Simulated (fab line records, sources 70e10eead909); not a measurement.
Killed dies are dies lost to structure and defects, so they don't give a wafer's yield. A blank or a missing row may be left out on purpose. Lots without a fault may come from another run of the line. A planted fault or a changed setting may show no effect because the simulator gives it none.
Chamber matching | flow nand_harc | NHARC_P_M2_ETCH_35 on rie_diel-07: 4 sister chambers
The step etches the open film in N2/H2, target depth 40 nm, overetch 12 nm, time 43.94 s. 18 wafers are shown with their chamber, then 9 later ones without.

WAFERS WITH THEIR CHAMBER
wafer  | chamber | rf_vpp_V (V) | oes_product_au (a.u.) | throttle_valve_pct (%)
L077.2 | 3       | 432.2        | 0.992                 | 14.154
L077.3 | 0       | 431.0        | 0.978                 | 14.188
L077.6 | 3       | 433.0        | 0.990                 | 14.188
L079.2 | 2       | 426.6        | 0.998                 | 14.177
L079.4 | 3       | 431.5        | 0.998                 | 14.194
L079.6 | 1       | 426.5        | 0.990                 | 14.165
L085.1 | 2       | 427.5        | 0.989                 | 14.158
L085.2 | 1       | 426.1        | 1.001                 | 14.170
L085.6 | 2       | 425.3        | 1.007                 | 14.169
L087.3 | 3       | 431.5        | 0.993                 | 14.172
L087.5 | 0       | 429.9        | 0.985                 | 14.185
L087.6 | 1       | 428.2        | 0.996                 | 14.167
L089.2 | 2       | 428.8        | 1.001                 | 14.168
L089.3 | 1       | 428.3        | 0.997                 | 14.163
L089.5 | 3       | 430.6        | 0.996                 | 14.165
L092.2 | 0       | 430.9        | 0.997                 | 14.172
L092.5 | 1       | 428.2        | 1.003                 | 14.187
L092.6 | 0       | 431.0        | 0.997                 | 14.174

SIGNATURES (means of the wafers above)
reading            | chamber 0 | chamber 1 | chamber 2 | chamber 3 | scatter within a chamber
rf_vpp_V           | 430.700   | 427.460   | 427.050   | 431.760   | 1.04
oes_product_au     | 0.98925   | 0.99740   | 0.99875   | 0.99380   | 0.00641
throttle_valve_pct | 14.17975  | 14.17040  | 14.16800  | 14.17460  | 0.0114
Rule: a wafer's distance from a chamber is the root of the sum, over the readings, of the square of ((its reading less the chamber's mean) divided by the reading's scatter). The wafer belongs to the nearest chamber; if the next one is less than 2 further off, it can't be placed. The scatter: the root of (the sum of the squares of (reading less its chamber's mean) over the shown wafers, divided by (wafers less chambers)).

WAFERS WITHOUT THEIR CHAMBER
wafer  | rf_vpp_V (V) | oes_product_au (a.u.) | throttle_valve_pct (%)
L094.2 | 431.0        | 1.004                 | 14.177
L094.4 | 431.9        | 0.991                 | 14.180
L094.5 | 426.6        | 0.984                 | 14.173
L095.2 | 433.2        | 0.991                 | 14.171
L095.3 | 430.4        | 0.995                 | 14.143
L095.6 | 427.8        | 0.997                 | 14.161
L097.3 | 433.1        | 0.997                 | 14.169
L097.5 | 431.5        | 0.995                 | 14.186
L097.6 | 427.5        | 0.995                 | 14.155

WHICH CHAMBER EACH WENT THROUGH
wafer  | from the rows above               | in truth
L094.2 | can't be placed: 3 or 0 or 1      | 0
L094.4 | can't be placed: 3 or 0           | 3
L094.5 | can't be placed: 1 or 2 or 0      | 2
L095.2 | can't be placed: 3 or 0           | 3
L095.3 | can't be placed: 3 or 0 or 1 or 2 | 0
L095.6 | can't be placed: 1 or 2           | 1
L097.3 | can't be placed: 3 or 0           | 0
L097.5 | can't be placed: 3 or 0           | 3
L097.6 | can't be placed: 2 or 1           | 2
Placed correctly: 0 of 9. Can't be placed from these rows: 9 (the true chamber is among the candidates in 9). Placed wrongly: 0.
